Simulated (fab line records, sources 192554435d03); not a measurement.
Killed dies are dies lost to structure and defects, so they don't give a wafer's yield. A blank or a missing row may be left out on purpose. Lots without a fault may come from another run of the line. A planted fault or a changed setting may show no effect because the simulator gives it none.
fab line records | flow n5_finfet
record lots=7 wafers=18 last_day=18
route steps=1938 shown BEOL_M14@1729 BEOL_M15@1830 PASSIVATION@1936
lots that met no fault: from a run of the same line without faults
start_h: hours from the record's first day to the start of the lot's first wafer shown | wait_h: hours since the lot's step before | " the same as in the row above | L1.1+2: a row that stands for several wafers | - no value, or no start given | * or withheld: withheld | < > ~ a bound
route shown NAME@n: a module of which the file shows steps, and the number in the route of the first | usual: mean/standard deviation of fault-free wafers | same: alike in all rows | chamber/n: place in a boat | sites: the reading at each site | _std_site: their standard deviation | _edge_site: outer sites' mean less inner sites' | radius_mm: how far each site lies from the wafer's centre | mask NAME#n: copy n | behind: the tool/chamber that last shaped the wafer | hold: why the lot was held/for how many hours/how that ended | device: the transistor (n, p or np) that didn't switch | end of line: the same wafers' tests at the end of the route | a step without rows: its recipe alone | killed: dies lost to structure and defects at the first sort, not the wafer's yield | map: a wafer's dies, x killed, . not, _ none there
set.NAME: the setting as run; set.NAME@STEP: as run at that earlier step | model.NAME: the simulator's own value behind a step, which no gauge read
steps of the route over a sample of lots; a table a step, a row a wafer
services: from which hour (start_h, from the record's first day; less than 0 if before it) a tool's chamber was out of use, for how many hours, and why
## steps
# step N5_BEOL_M14_DESCUM_15
# recipe chemistry=O2 time_s=7.9 source_power_w=50 bias_power_w=20 pressure_mtorr=20 rf_frequency_hz=2.712e+07 temp_c=40 o2_flow_sccm=225
# usual drypump_motor_current_A=5.7/0.4 oes_product_au=0.82/0.087 rf_vpp_V=243.1/1.6 showerhead_plenum_p_Torr=2.08/0.096 throttle_valve_pct=20.25/0.2
# columns lot.wafer tool chamber start_h wait_h drypump_motor_current_A oes_product_au rf_hours_counter_h rf_vpp_V showerhead_plenum_p_Torr throttle_valve_pct
L568.3 rie_diel-04 2 234.23 0.0 5.3 0.66 265 242.6 2.03 20.57
L568.5 " 0 " " 5.6 0.85 - 244.4 2.22 20.50
L568.6 " 2 " " 5.3 0.66 - 242.0 2.03 20.57
L577.1 rie_diel-04 1 296.03 0.3 5.5 0.68 245 244.0 2.16 20.35
L577.3 " 2 " " 5.3 0.92 17 242.0 2.03 20.16
L577.6 " 3 " " 6.0 0.85 - 242.1 2.03 20.03
L582.1 rie_diel-04 2 317.23 0.2 5.3 0.90 27 242.4 2.02 20.18
L582.3 " 2 " " 5.3 0.90 - 243.4 2.02 20.18
L581.1 rie_diel-05 3 319.72 0.2 5.5 0.85 59 241.3 2.00 20.32
L581.3 " 1 " " 6.1 0.73 202 244.9 2.15 20.54
L579.4 rie_diel-02 3 325.21 0.0 6.6 0.98 3 241.6 2.06 19.95
L579.5 " 3 " " 6.6 0.99 - 242.5 2.06 19.95
L579.6 " 0 " " 6.1 0.93 - 245.4 2.25 20.08
L583.3 rie_diel-02 1 333.94 0.3 5.9 0.82 73 244.5 2.16 20.38
L583.4 " 3 " " 6.6 0.97 7 241.8 2.06 19.97
L590.2 rie_diel-04 2 385.18 0.0 5.3 0.86 56 241.6 2.01 20.23
L590.3 " 1 " " 5.5 0.88 26 244.9 2.15 20.06
L590.5 " 1 " " 5.5 0.88 - 243.9 2.15 20.08
# step N5_BEOL_M14_STRIP_63
# recipe chemistry=O2 power_w=600 temp_c=60 pressure_mtorr=30 rf_frequency_hz=6e+07 bias_power_w=0 overash_fraction=0.3 o2_flow_sccm=225
# usual drypump_motor_current_A=5.7/0.4 oes_product_au=0.82/0.086 rf_vpp_V=3.6/0.9 showerhead_plenum_p_Torr=2.09/0.095 throttle_valve_pct=16.50/0.2
# columns lot.wafer tool chamber start_h wait_h drypump_motor_current_A oes_product_au rf_hours_counter_h rf_vpp_V showerhead_plenum_p_Torr throttle_valve_pct
L568.3 rie_diel-04 2 - - 5.3 0.66 265 3.2 2.04 16.90
L568.5 " 0 " " 5.6 0.85 - 4.0 2.22 16.69
L568.6 " 2 " " 5.3 0.67 - 3.8 2.04 16.89
L577.1 rie_diel-04 1 - - 5.4 0.67 245 4.0 2.17 16.64
L577.3 " 2 " " 5.3 0.93 17 3.8 2.03 16.42
L577.6 " 3 " " 6.1 0.86 - 4.8 2.03 16.27
L582.1 rie_diel-04 2 - - 5.3 0.90 27 3.4 2.03 16.41
L582.3 " 2 " " 5.3 0.89 - 5.2 2.03 16.40
L581.1 rie_diel-05 3 - - 5.5 0.84 60 2.3 2.01 16.61
L581.3 " 1 " " 6.1 0.72 202 4.0 2.16 16.80
L579.4 rie_diel-02 3 - - 6.5 0.96 4 3.3 2.06 16.11
L579.5 " 3 " " 6.5 0.97 - 3.2 2.06 16.13
L579.6 " 0 " " 6.1 0.91 - 3.4 2.25 16.29
L583.3 rie_diel-02 1 - - 5.9 0.82 73 4.0 2.16 16.53
L583.4 " 3 " " 6.5 0.97 7 2.5 2.06 16.15
L590.2 rie_diel-04 2 - - 5.3 0.85 56 4.8 2.02 16.49
L590.3 " 1 " " 5.5 0.87 27 3.4 2.16 16.23
L590.5 " 1 " " 5.4 0.89 - 4.4 2.15 16.27
# step N5_BEOL_M14_TRENCH_ETCH_34
# recipe chemistry=C4F8/O2/Ar target=SiO2 target_depth_a=5566.5 mask_material=SOC he_inner_torr=15 he_outer_torr=30 time_s=126.9 ion_energy_ev=800 pressure_mtorr=20 source_w=1905 bias_w=2040 Ar_flow_sccm=400 C4F8_flow_sccm=16 O2_flow_sccm=12
# usual drypump_motor_current_A=5.7/0.39 oes_ar_750_au=0.83/0.085 oes_product_au=0.83/0.086 rf_vpp_V=2187/51 showerhead_plenum_p_Torr=3.44/0.12 throttle_valve_pct=30.74/0.21
# columns lot.wafer tool chamber start_h wait_h drypump_motor_current_A oes_ar_750_au oes_product_au rf_hours_counter_h rf_vpp_V showerhead_plenum_p_Torr throttle_valve_pct
L568.3 rie_diel-02 2 236.16 0.0 5.6 0.94 0.95 3 2126 3.38 30.67
L568.5 " 1 " " 5.9 0.86 0.87 - 2269 3.48 30.44
L568.6 " 0 " " 6.2 0.69 0.68 - 2121 3.29 30.89
L577.1 rie_diel-02 1 297.80 0.0 5.9 0.82 0.82 57 2267 3.47 30.44
L577.3 " 2 " " 5.6 0.88 0.88 27 2125 3.36 30.70
L577.6 " 0 " " 6.1 0.98 0.96 - 2155 3.68 30.61
L582.1 rie_diel-02 3 318.84 0.0 6.6 0.97 0.96 2 2160 3.41 30.75
L582.3 " 2 " " 5.6 0.87 0.71 38 2123 3.36 30.51
L581.1 rie_diel-02 2 321.02 0.0 5.6 0.86 0.86 39 2124 3.36 30.70
L581.3 " 3 " " 6.6 0.96 0.79 3 2160 3.41 30.52
L579.4 rie_diel-04 0 326.57 0.1 5.6 0.78 0.78 - 2234 3.58 30.90
L579.5 " 1 " " 5.4 0.97 0.98 - 2194 3.53 30.57
L579.6 " 2 " " 5.3 0.90 0.90 - 2165 3.36 30.83
L583.3 rie_diel-02 0 335.38 0.0 6.1 0.92 0.77 20 2156 3.67 30.43
L583.4 " 3 " " 6.6 0.94 0.77 8 2159 3.41 30.54
L590.2 rie_diel-04 3 386.52 0.0 6.1 0.81 0.81 84 2243 3.35 30.69
L590.3 " 2 " " 5.3 0.87 0.83 57 2163 3.35 30.83
L590.5 " 2 " " 5.3 0.86 0.85 - 2163 3.35 30.83
# step N5_BEOL_M14_OCD_MEAS_35
# usual trench_depth_nm=547/21
# columns lot.wafer tool chamber start_h wait_h trench_depth_nm
L568.3 ocd-01 - 236.32 0.0 550
L568.5 " - " " 531
L568.6 " - " " 562
L577.1 ocd-02 - 297.96 0.0 518
L577.3 " - " " 551
L577.6 " - " " 567
L582.1 ocd-01 - 318.99 0.0 540
L582.3 " - " " 392
L581.1 ocd-02 - 321.18 0.0 545
L581.3 " - " " 384
L579.4 ocd-01 - 326.68 0.0 545
L579.5 " - " " 566
L579.6 " - " " 536
L583.3 ocd-01 - 335.54 0.0 418
L583.4 " - " " 384
L590.2 ocd-02 - 386.67 0.0 542
L590.3 " - " " 523
L590.5 " - " " 525
# step N5_BEOL_M14_CMP_49
# recipe stop_on=SiO2 t_overpolish_s=5.2 down_force_psi=2 platen_rpm=80 clearing_platen_down_force_psi=2 clearing_platen_rpm=80 post_cmp_clean=cu_alkaline target_thk_nm=560 clearing_platen_pad_velocity_m_s=1.5917 pad_velocity_m_s=1.5917
# usual barrier_field_endpoint_s=11.4/0.34 clearing_platen_rpm=80.00/0.04 motor_current_A=8.1/1 overpolish_run_s=5.199/0.0093 slurry_flow_ml_min=150.0/0.47 time_to_endpoint_s=120/5
# columns lot.wafer tool chamber start_h wait_h barrier_field_endpoint_s clearing_platen_rpm motor_current_A overpolish_run_s slurry_flow_ml_min time_to_endpoint_s
L568.3 cmp-02 0 239.41 0.2 11.8 79.94 7.1 5.189 150.6 125
L568.5 " 0 " " 11.6 79.96 7.3 5.198 150.1 126
L568.6 " 1 " " 12.0 80.07 9.5 5.209 150.1 126
L577.1 cmp-02 0 300.83 0.5 11.5 80.01 7.5 5.198 150.1 124
L577.3 " 1 " " 11.4 80.05 9.0 5.204 150.1 121
L577.6 " 1 " " 11.5 79.98 9.1 5.192 150.2 122
L582.1 cmp-03 3 323.91 0.3 11.5 79.98 7.7 5.200 150.0 125
L582.3 " 2 " " 11.0 79.97 9.2 5.197 150.2 119
L581.1 cmp-03 3 324.96 0.3 10.9 80.01 8.0 5.195 150.7 118
L581.3 " 0 " " 10.9 80.02 8.5 5.192 150.0 115
L579.4 cmp-02 1 331.50 0.2 11.7 80.00 8.9 5.195 149.1 120
L579.5 " 0 " " 11.8 79.93 7.4 5.220 149.5 123
L579.6 " 1 " " 11.6 80.08 9.2 5.201 149.1 119
L583.4 cmp-03 1 340.38 0.2 11.7 79.98 8.9 5.204 149.8 125
L583.3 " 2 " " 11.2 79.99 9.6 5.199 150.4 122
L590.2 cmp-03 0 389.07 0.2 11.2 80.00 8.1 5.209 150.8 119
L590.3 " 1 " " 11.4 80.01 8.7 5.207 150.5 120
L590.5 " 1 " " 11.3 79.95 8.4 5.200 150.0 119
# step N5_BEOL_M14_THK_MEAS_50
# recipe thk_meas_gauge=xrf reads=Cu_of_BEOL_M14_ECD_47
# usual M14_THK=546/22
# columns lot.wafer tool chamber start_h wait_h M14_THK[nm]
L568.3 film_metro-01 - 239.70 - 546
L568.5 " - " " 530
L568.6 " - " " 559
L577.1 film_metro-01 - 301.12 - 506
L577.3 " - " " 539
L577.6 " - " " 554
L582.1 film_metro-01 - 324.20 - 539
L582.3 " - " " 392
L581.1 film_metro-02 - 325.26 - 551
L581.3 " - " " 389
L579.4 film_metro-01 - 331.76 - 539
L579.5 " - " " 557
L579.6 " - " " 531
L583.3 film_metro-02 - 340.64 - 422
L583.4 " - " " 390
L590.2 film_metro-02 - 389.36 - 541
L590.3 " - " " 524
L590.5 " - " " 524
# step N5_BEOL_M14_RS_MEAS_54
# recipe thk_meas_gauge=four-point-probe reads=Cu_of_BEOL_M14_ECD_47+Ta_of_BEOL_M14_SPUTTER_44+TaN_of_BEOL_M14_SPUTTER_43
# usual M14_RS=0.0339/0.0013
# columns lot.wafer tool chamber start_h wait_h M14_RS[ohm/sq]
L568.3 film_metro-01 - 239.86 0.1 0.0335
L568.5 " - " " 0.0349
L568.6 " - " " 0.0329
L577.1 film_metro-01 - 301.28 0.1 0.0358
L577.3 " - " " 0.0336
L577.6 " - " " 0.0326
L582.1 film_metro-01 - 324.33 0.0 0.0343
L582.3 " - " " 0.0476
L581.1 film_metro-01 - 325.39 0.0 0.0341
L581.3 " - " " 0.0489
L579.4 film_metro-01 - 331.89 0.0 0.0339
L579.5 " - " " 0.0327
L579.6 " - " " 0.0346
L583.3 film_metro-01 - 340.77 0.1 0.0445
L583.4 " - " " 0.0485
L590.2 film_metro-02 - 389.49 0.1 0.0342
L590.3 " - " " 0.0354
L590.5 " - " " 0.0352
# step N5_BEOL_M15_RC_MEAS_101
# usual COMB_M10=1.4e-11/2.9e-12 COMB_M11=1.5e-11/3.3e-12 COMB_M12=6.4e-12/1.4e-12 COMB_M13=4.9e-12/1.1e-12 COMB_M13_max_site=7.1e-12/1.9e-12 COMB_M15=2.4e-12/7.4e-13 COMB_M5=3.6e-11/7.6e-12 COMB_M6=2.5e-11/5.3e-12 COMB_M7=2.6e-11/5.2e-12 COMB_M8=2.7e-11/5e-12 COMB_M9=1.4e-11/3.5e-12 SERP_M10=3.20/0.11 SERP_M11=3.09/0.11 SERP_M12=0.629/0.018 SERP_M13=0.307/0.0081 SERP_M13_max_site=0.311/0.0081 SERP_M14=0.163/0.0073 SERP_M14_max_site=0.165/0.0075 SERP_M5=39.9/2.4 SERP_M6=14.3/0.69 SERP_M7=14.0/0.69 SERP_M8=14.3/0.76 SERP_M9=3.09/0.097
# columns lot.wafer tool chamber start_h wait_h COMB_M10[S/m] COMB_M11[S/m] COMB_M12[S/m] COMB_M13[S/m] COMB_M13_max_site[S/m] COMB_M15[S/m] COMB_M5[S/m] COMB_M6[S/m] COMB_M7[S/m] COMB_M8[S/m] COMB_M9[S/m] SERP_M10[ohm/um] SERP_M11[ohm/um] SERP_M12[ohm/um] SERP_M13[ohm/um] SERP_M13_max_site[ohm/um] SERP_M14[ohm/um] SERP_M14_max_site[ohm/um] SERP_M5[ohm/um] SERP_M6[ohm/um] SERP_M7[ohm/um] SERP_M8[ohm/um] SERP_M9[ohm/um]
L568.3 prober-01 0 248.36 0.3 1.31e-11 1.6e-11 6.5e-12 4e-12 7.2e-12 2.6e-12 3.3e-11 1.8e-11 2.4e-11 2.8e-11 1.3e-11 3.22 3.09 0.614 0.321 0.324 0.164 0.165 43.3 14.5 14.5 14.1 3.00
L568.5 " 0 " " 1.45e-11 1.8e-11 5.4e-12 4.5e-12 6.1e-12 1.2e-12 3.9e-11 3.1e-11 2.6e-11 2.7e-11 1.2e-11 3.31 3.08 0.592 0.309 0.314 0.170 0.173 41.0 14.4 15.1 13.8 3.08
L568.6 " 0 " " 1.04e-11 1.1e-11 5.3e-12 3.1e-12 5.3e-12 2.9e-12 4.5e-11 2.2e-11 2.7e-11 2.4e-11 1.1e-11 3.19 2.98 0.646 0.316 0.320 0.159 0.162 42.3 14.5 15.0 15.6 3.10
L577.1 prober-02 0 306.35 0.0 1.61e-11 1.3e-11 6.4e-12 4.9e-12 6.5e-12 3.8e-12 3.7e-11 2.8e-11 2.8e-11 3.7e-11 2.2e-11 3.52 2.99 0.603 0.310 0.314 0.173 0.176 36.7 13.2 15.1 14.0 3.10
L577.3 " 0 " " 1.43e-11 1.1e-11 5.9e-12 4.3e-12 7.9e-12 3e-12 2.7e-11 3.3e-11 3.6e-11 2.6e-11 1.7e-11 3.26 2.98 0.619 0.316 0.321 0.166 0.167 43.1 14.8 14.7 14.5 2.79
L577.6 " 0 " " 1.24e-11 1.6e-11 6.4e-12 4.5e-12 5.9e-12 3.4e-12 3e-11 3.4e-11 2.6e-11 2.6e-11 2.2e-11 3.34 2.96 0.606 0.318 0.319 0.155 0.157 36.4 14.0 13.0 13.8 3.10
L582.1 prober-01 0 332.92 0.0 1.22e-11 1.5e-11 7.5e-12 4.1e-12 6.2e-12 1.6e-12 4e-11 2.5e-11 3.2e-11 3.3e-11 1.5e-11 3.10 3.22 0.622 0.314 0.317 0.164 0.168 40.4 15.2 14.7 16.2 3.25
L582.3 " 0 " " 1.18e-11 9e-12 7.5e-12 4.4e-12 7e-12 1.5e-12 4.2e-11 2.5e-11 2.9e-11 2e-11 1.3e-11 3.16 3.05 0.624 0.314 0.318 0.231 0.233 39.9 13.1 15.0 15.3 3.17
L581.1 prober-01 0 333.85 0.6 1.17e-11 1.7e-11 4.9e-12 4.4e-12 7.6e-12 1.8e-12 3.8e-11 2.4e-11 1.7e-11 2.2e-11 1.1e-11 3.08 3.05 0.620 0.301 0.306 0.170 0.171 35.5 14.7 14.9 14.6 3.08
L581.3 " 0 " " 1.25e-11 1.5e-11 5.2e-12 3.8e-12 5.4e-12 2.5e-12 3.4e-11 2.9e-11 2.1e-11 2.3e-11 1.3e-11 3.07 3.11 0.621 0.296 0.298 0.238 0.242 36.7 14.0 13.8 14.7 3.09
L579.4 prober-02 0 339.26 0.5 1.85e-11 1.4e-11 6.6e-12 4.9e-12 9.3e-12 4e-12 4e-11 1.8e-11 2.9e-11 2.6e-11 1.4e-11 3.15 2.99 0.620 0.302 0.307 0.161 0.162 47.2 14.3 13.6 14.2 3.12
L579.5 " 0 " " 1.49e-11 1.3e-11 6.7e-12 7.1e-12 8.8e-12 3.3e-12 3.6e-11 2.6e-11 2.7e-11 2.6e-11 1.2e-11 3.16 3.11 0.650 0.308 0.309 0.156 0.158 39.6 13.0 13.1 13.6 3.08
L579.6 " 0 " " 1.24e-11 1.5e-11 7.5e-12 6.2e-12 8e-12 4.6e-12 3.5e-11 1.9e-11 2.3e-11 2.4e-11 1.2e-11 3.24 3.28 0.611 0.297 0.300 0.168 0.170 40.0 14.5 13.6 12.6 3.11
L583.3 prober-01 0 349.87 0.3 1.54e-11 2e-11 6.9e-12 4.3e-12 5.8e-12 1.7e-12 3.5e-11 1.8e-11 3.1e-11 2e-11 8e-12 3.06 3.05 0.617 0.304 0.307 0.215 0.217 35.8 14.2 15.0 14.1 2.99
L583.4 " 0 " " 1.85e-11 2.1e-11 5.4e-12 7.5e-12 1.5e-11 1.8e-12 3.2e-11 2.7e-11 2.4e-11 1.6e-11 1e-11 3.10 3.11 0.616 0.299 0.304 0.238 0.245 35.8 14.2 13.7 16.1 3.07
L590.2 prober-01 0 402.62 0.2 9.9e-12 1.2e-11 7.2e-12 2.9e-12 3.8e-12 1.9e-12 3.7e-11 3.3e-11 1.7e-11 2.2e-11 1.9e-11 3.15 3.03 0.638 0.311 0.314 0.164 0.165 39.9 15.3 13.6 13.4 2.86
L590.3 " 0 " " 1.11e-11 1.1e-11 5e-12 4.9e-12 6e-12 1.5e-12 3.7e-11 2.8e-11 3.3e-11 2.2e-11 1.5e-11 3.02 3.05 0.653 0.307 0.310 0.171 0.173 40.4 13.8 14.2 14.0 2.96
L590.5 " 0 " " 1.13e-11 1.8e-11 4.3e-12 4.6e-12 7.1e-12 2.2e-12 4.4e-11 2.8e-11 2.7e-11 2.1e-11 2e-11 3.29 3.14 0.660 0.309 0.313 0.170 0.172 38.4 13.7 14.1 14.9 2.99
# sites SERP_M14 radius_mm=0,75,75,75,75,140,140,140,140
L568.3 0.163 0.161 0.164 0.164 0.164 0.161 0.165 0.165 0.163
L577.1 0.171 0.174 0.172 0.173 0.176 0.175 0.172 0.173 0.173
L582.1 0.163 0.164 0.166 0.164 0.166 0.163 0.165 0.164 0.168
L581.1 0.170 0.169 0.167 0.170 0.171 0.171 0.168 0.168 0.170
L579.4 0.161 0.161 0.162 0.162 0.162 0.161 0.162 0.161 0.160
L583.3 0.214 0.217 0.215 0.215 0.216 0.213 0.213 0.215 0.215
L590.2 0.161 0.165 0.165 0.163 0.164 0.163 0.165 0.163 0.164
# step N5_PASSIVATION_PROBE_49
# usual defect_limited_yield=91.2/1.6 killed_at_M0_to_M3=34/11 killed_at_M4_up=13/5.2 killed_at_contacts=13/6.3 killed_at_front_end=40/14 killed_at_other=3.2/2.4 killed_dies=104/19 killed_open=69/14 killed_short=32/7.5 sort_bin_5_function=5.3/1.1 sort_bin_6_memory=3.2/0.73 sort_bin_8_speed=0.01/0.038 sort_n_pass=1076/19
# same gross_dies=1180 killed_at_back_side=0 sort_bin_4_leakage[%]=0
# columns lot.wafer tool chamber start_h wait_h defect_limited_yield[%] killed_at_M0_to_M3 killed_at_M4_up killed_at_contacts killed_at_front_end killed_at_other killed_dies killed_open killed_short sort_bin_5_function[%] sort_bin_6_memory[%] sort_bin_8_speed[%] sort_n_pass
L582.1 prober-02 - 347.40 0.0 89.4 39 13 5 64 4 125 90 32 6.7 3.6 0 1055
L582.3 prober-02 - 347.50 0.1 89.1 62 14 3 44 6 129 80 42 6.1 3.9 0.25 1051
L581.1 prober-02 - 349.72 0.0 93.0 26 15 14 25 3 83 58 23 3.8 3.1 0 1097
L581.3 prober-02 - 349.82 0.1 90.5 28 15 26 30 13 112 82 26 5.3 3.6 0.25 1068
L579.4 prober-02 - 358.62 0.2 93.1 28 12 7 33 1 81 36 42 4.4 2.1 0 1099
L579.5 prober-02 - 358.67 0.2 90.8 27 15 24 40 3 109 77 30 5.3 3.6 0.08 1071
L579.6 prober-02 - 358.72 0.3 93.1 22 9 21 30 0 82 56 26 4.5 2.2 0 1098
L583.3 prober-02 - 364.59 0.1 89.2 49 12 15 48 3 127 83 38 5.9 4.3 0 1053
L583.4 prober-02 - 364.64 0.2 90.7 44 14 17 31 4 110 65 43 5.5 3.3 0.17 1070
# killed by level:class
L582.1 FIN_SAQP:geometric_particle:open=22 BEOL_M0_SAQP:geometric_particle:open=14 STI_FIN_REVEAL:geometric_particle:open=11 BEOL_M3:geometric_particle:open=9 GATE_CUT:geometric_particle:short=7 BEOL_M0_SAQP:geometric_particle:short=6 MOL_CONTACT_COAG:geometric_particle:open=5 ILD0:geometric_particle:open=5
L582.3 BEOL_M0_SAQP:geometric_particle:short=21 BEOL_M0_SAQP:geometric_particle:open=19 FIN_SAQP:geometric_particle:open=10 STI_FIN_REVEAL:geometric_particle:open=10 BEOL_M4:geometric_particle:open=9 BEOL_M2:geometric_particle:open=8 FIN_SAQP:geometric_particle:short=5 BEOL_M1:geometric_particle:open=4
L581.1 MOL_CONTACT_COAG:geometric_particle:open=11 BEOL_M4:geometric_particle:open=9 BEOL_M2:geometric_particle:open=8 BEOL_M3:geometric_particle:open=7 FIN_SAQP:geometric_particle:open=5 STARTING-WAFER:geometric_particle:short=4 STARTING-WAFER:geometric_particle:open=4 FIN_SAQP:geometric_particle:short=3
L581.3 MOL_CONTACT_COAG:geometric_particle:open=23 FIN_SAQP:geometric_particle:open=9 BEOL_M4:geometric_particle:open=8 BEOL_M1:geometric_particle:open=6 BEOL_M0_SAQP:geometric_particle:open=6 BEOL_M3:geometric_particle:open=6 PASS1_CAP:geometric_particle:short=6 FIN_SAQP:geometric_particle:short=4
L579.4 FIN_SAQP:geometric_particle:short=10 BEOL_M0_SAQP:geometric_particle:short=9 STI_FIN_REVEAL:geometric_particle:open=6 MOL_CONTACT_COAG:geometric_particle:open=5 FIN_SAQP:geometric_particle:open=4 GATE_CUT:geometric_particle:short=4 BEOL_M0_SAQP:geometric_particle:open=4 BEOL_M2:geometric_particle:open=4
L579.5 MOL_CONTACT_COAG:geometric_particle:open=18 FIN_SAQP:geometric_particle:open=10 BEOL_M4:geometric_particle:open=7 FIN_SAQP:geometric_particle:short=6 STI_FIN_REVEAL:geometric_particle:open=6 BEOL_M0_SAQP:geometric_particle:open=6 BEOL_M0_SAQP:geometric_particle:short=6 BEOL_M2:geometric_particle:open=6
L579.6 MOL_CONTACT_COAG:geometric_particle:open=19 BEOL_M0_SAQP:geometric_particle:open=10 ILD0:geometric_particle:short=5 BEOL_M0_SAQP:geometric_particle:short=5 STI_FIN_REVEAL:geometric_particle:open=4 DUMMY_GATE:geometric_particle:open=3 ILD0:geometric_particle:open=3 GATE_CUT:geometric_particle:short=3
L583.3 BEOL_M2:geometric_particle:open=14 STI_FIN_REVEAL:geometric_particle:open=12 MOL_CONTACT_COAG:geometric_particle:open=9 BEOL_M0_SAQP:geometric_particle:open=9 FIN_SAQP:geometric_particle:open=8 BEOL_M1:geometric_particle:open=7 FIN_SAQP:geometric_particle:short=6 BEOL_M5:geometric_particle:open=6
L583.4 FIN_SAQP:geometric_particle:short=15 MOL_CONTACT_COAG:geometric_particle:open=14 BEOL_M0_SAQP:geometric_particle:short=13 BEOL_M1:geometric_particle:open=6 BEOL_M2:geometric_particle:open=6 FIN_SAQP:geometric_particle:open=5 BEOL_M3:geometric_particle:open=5 BEOL_M0_SAQP:geometric_particle:open=5
## services
# columns tool chamber start_h hours kind
rie_diel-05 2 219.41 2.6 repair
cmp-03 - 230.23 0.5 repair
rie_diel-02 3 230.91 5.1 repair
rie_diel-04 2 237.62 - clean
rie_diel-04 2 237.62 - consumable_replace:focus_ring
rie_diel-04 2 237.62 14.2 scheduled_down
rie_diel-04 2 237.62 14.2 vent_cycle
cmp-02 - 271.79 4.5 repair
cmp-03 - 273.50 26.7 repair
rie_diel-02 0 277.44 - clean
rie_diel-02 0 277.44 - consumable_replace:focus_ring
rie_diel-05 - 291.28 14.6 pm
cmp-03 - 302.15 15.6 pm
rie_diel-04 1 306.00 - clean
rie_diel-04 1 306.00 - consumable_replace:focus_ring
rie_diel-04 1 306.00 15.0 scheduled_down
rie_diel-04 1 306.00 15.0 vent_cycle
rie_diel-04 3 317.19 18.4 repair
cmp-03 - 326.82 6.2 pm
rie_diel-02 2 328.01 2.4 repair
rie_diel-04 3 352.07 12.2 repair
cmp-03 - 354.59 0.9 repair
cmp-03 - 377.29 1.1 repair
cmp-02 - 380.38 4.0 pm
## key
first_sign step=N5_BEOL_M14_OCD_MEAS_35 reading=trench_depth_nm direction=down sigmas=7.3 usual=547 struck=395
effect step=N5_BEOL_M14_THK_MEAS_50 reading=M14_THK direction=down sigmas=6.9 usual=546 struck=398
effect step=N5_BEOL_M14_RS_MEAS_54 reading=M14_RS direction=up sigmas=10 usual=0.0339 struck=0.0474
effect step=N5_BEOL_M15_RC_MEAS_101 reading=SERP_M14 direction=up sigmas=9.1 usual=0.163 struck=0.231
effect step=N5_PASSIVATION_PROBE_49 reading=sort_bin_8_speed direction=up sigmas=1.9 usual=0.01 struck=0.17 wafers_moved=3
met_at N5_BEOL_M14_TRENCH_ETCH_34
struck_lots L581,L582,L583
struck_wafers L581.3,L582.3,L583.3,L583.4
not_acting_at N5_BEOL_M14_DESCUM_15,N5_BEOL_M14_STRIP_63,N5_BEOL_M14_CMP_49
onset_between 297.80 318.84
fault kind=process_parameter_drift tool=rie_diel-02 chamber=- onset_h=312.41 steps=N5_BEOL_M14_TRENCH_ETCH_34 channel=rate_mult offset=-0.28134 shape=step end_h=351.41 scope=struck_wafers_only
